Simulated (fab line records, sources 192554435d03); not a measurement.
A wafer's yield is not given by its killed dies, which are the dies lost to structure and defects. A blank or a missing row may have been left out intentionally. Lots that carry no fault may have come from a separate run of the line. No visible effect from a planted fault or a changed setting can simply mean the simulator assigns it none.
A struck lot beside a sound one    flow n5 finfet    16 out of 1938 route steps
Sound: wafers L938.2, L938.3, L938.6. Struck: wafers L943.1, L943.4, L943.6. The cause is named last.
Each step with rows lists, per side, the tool, then ch with its chambers, then its first start. Under that, the readings that differ: sound wafers    struck wafers    difference of the means    sigmas: that difference in standard deviations of wafers without a fault.
alike: words and numbers the same on both sides, and readings whose means are apart by under 2 such deviations; not compared: readings that were withheld, readings missing a value for some wafer, numbers with overlapping values and no deviation given by the record, and bounds like >300 which may hide the same value.
A row with sigmas, a row that says differs or no value, or rows on one side alone: a step with any of these is where the two part. Non-overlapping numbers with no deviation appear without sigmas and do not part them. A reading missing from all wafers of one side parts the sides only when that side holds two or more wafers.

first, 2 steps without rows for these wafers: N5_BEOL_M0_SAQP_SRD_93 (time 30 s); N5_BEOL_M0_SAQP_RECESS_114 (chemistry HF/NH3, target SiO2, target depth 14.4 nm, afs cycles 3, sublimation time 60 s).
N5_BEOL_M0_SAQP_SPACER1_ALD_98: deposits SiO2, target thk 12.8 nm, pulse time 1 s, purge time 2 s.
  sound on ald sin-01 ch 0,2,3, day 7 18:40; struck on ald sin-03 ch 0,1,3, day 9 02:20
  alike: heater power w, precursor pulse height rel
N5_BEOL_M0_SAQP_SPACER1_ETCHBACK_99: etches SiO2 in CHF3/O2, target depth 15.4 nm, time 7.7 s.
  sound on rie diel-02 ch 0,1,2, day 7 19:08; struck on rie diel-06 ch 1,2,3, day 9 02:49
  alike: drypump motor current A, mfc ar sccm, oes_ar_750_au, oes product au, rf vpp V, showerhead plenum p Torr, throttle valve pct
  not compared: rf hours counter h
N5_BEOL_M0_SAQP_MANDREL1_REMOVE_100: chemistry HBr/Cl2/O2, target a-Si, stops on SiNx, bt time 10 s.
  sound on rie si-02 ch 0,1, day 7 19:13; struck on rie si-01 ch 0,1, day 9 02:55
  alike: drypump motor current A, oes product au, throttle valve pct
  not compared: rf hours counter h
N5_BEOL_M0_SAQP_CD_MEAS_25 targets a cd of 13.1 nm.
  sound on cd sem-03 ch 0, day 7 19:20; struck on cd sem-03 ch 0, day 9 03:01
  alike: cd nm
then, 3 steps without rows for these wafers: N5_BEOL_M0_SAQP_ETCH_101 (etches SiNx in CH3F/O2, target depth 29.9 nm, time 42.7 s); N5_BEOL_M0_SAQP_ETCH_102 (etches SiO2 in CF4, target depth 4 nm, time 4.4 s); N5_BEOL_M0_SAQP_MANDREL_ETCH_103 (etches a-Si in HBr/Cl2, stops on SiCN, target depth 45 nm, bt time 10 s, time 27 s).
N5_BEOL_M0_SAQP_RECESS_104: chemistry HF/NH3, target SiO2, target depth 18 nm, afs cycles 3, sublimation time 60 s.
  sound on vapor etch-01 ch 0,1, day 7 19:35; struck on vapor etch-02 ch 1, day 9 03:20
  alike: drypump motor current A, foreline p Torr
then, 1 step without rows for these wafers: N5_BEOL_M0_SAQP_COAT_105 (time 60 s, resist thk 100 nm).
N5_BEOL_M0_SAQP_ETCH_106: etches SOC in N2/H2, stops on SiNx, target depth 150 nm.
  sound on rie diel-06 ch 0,2, day 7 20:02; struck on rie diel-05 ch 1,2,3, day 9 03:47
  alike: drypump motor current A, oes product au, rf vpp V, showerhead plenum p Torr, throttle valve pct
  not compared: rf hours counter h
N5_BEOL_M0_SAQP_ETCH_107: etches SiNx in CH3F/O2, target depth 30 nm.
  sound on rie diel-06 ch 0,2, day 7 20:06; struck on rie diel-05 ch 1,2,3, day 9 03:51
reading                                         sound           struck          difference  sigmas
model.BEOL_M0_SAQP.feature depth nm (nm)        30.2 29.8 30.2  40.4 39.2 41.8  +10.4       
model.SOC_of_BEOL_M0_SAQP_COAT_105.thk nm (nm)  14 13.2 14.2    6.2 12.4 6      -5.6        
  alike: CH3F_flow_sccm, drypump motor current A, mfc ar sccm, oes_ar_750_au, oes product au, rf vpp V, showerhead plenum p Torr, throttle valve pct
  not compared: rf hours counter h
then, 1 step without rows for these wafers: N5_BEOL_M0_SAQP_STRIP_108 (strips in N2/H2).
-- a jump in the record: the struck wafers' starts before and after are 4 days apart (it breaks off in module BEOL_M0_SAQP and resumes in module BEOL_M4, where the first step shown is number 1111 of the route) --
N5_BEOL_M4_RC_MEAS_101:
  sound on prober-01 ch 0, day 11 10:02; struck on prober-02 ch 0, day 12 18:31
  alike: DIBL_N, DIBL_P, IOFF_N, IOFF_P, ION_N, ION_P, SS_N, SS_P, VT_N, VT_P
-- here the record skips 5 days between the struck wafers' starts before and after, leaving off in module BEOL_M4 and picking up in module PASSIVATION (first step shown: number 1936 of the route) --
N5_PASSIVATION_PROBE_49:
  the record has rows for the struck wafers here (prober-01, day 17 08:17) and none for the sound ones

## WHERE THEY PART
Only at N5_PASSIVATION_PROBE_49, within this record.

WHY: the cause the simulator had injected
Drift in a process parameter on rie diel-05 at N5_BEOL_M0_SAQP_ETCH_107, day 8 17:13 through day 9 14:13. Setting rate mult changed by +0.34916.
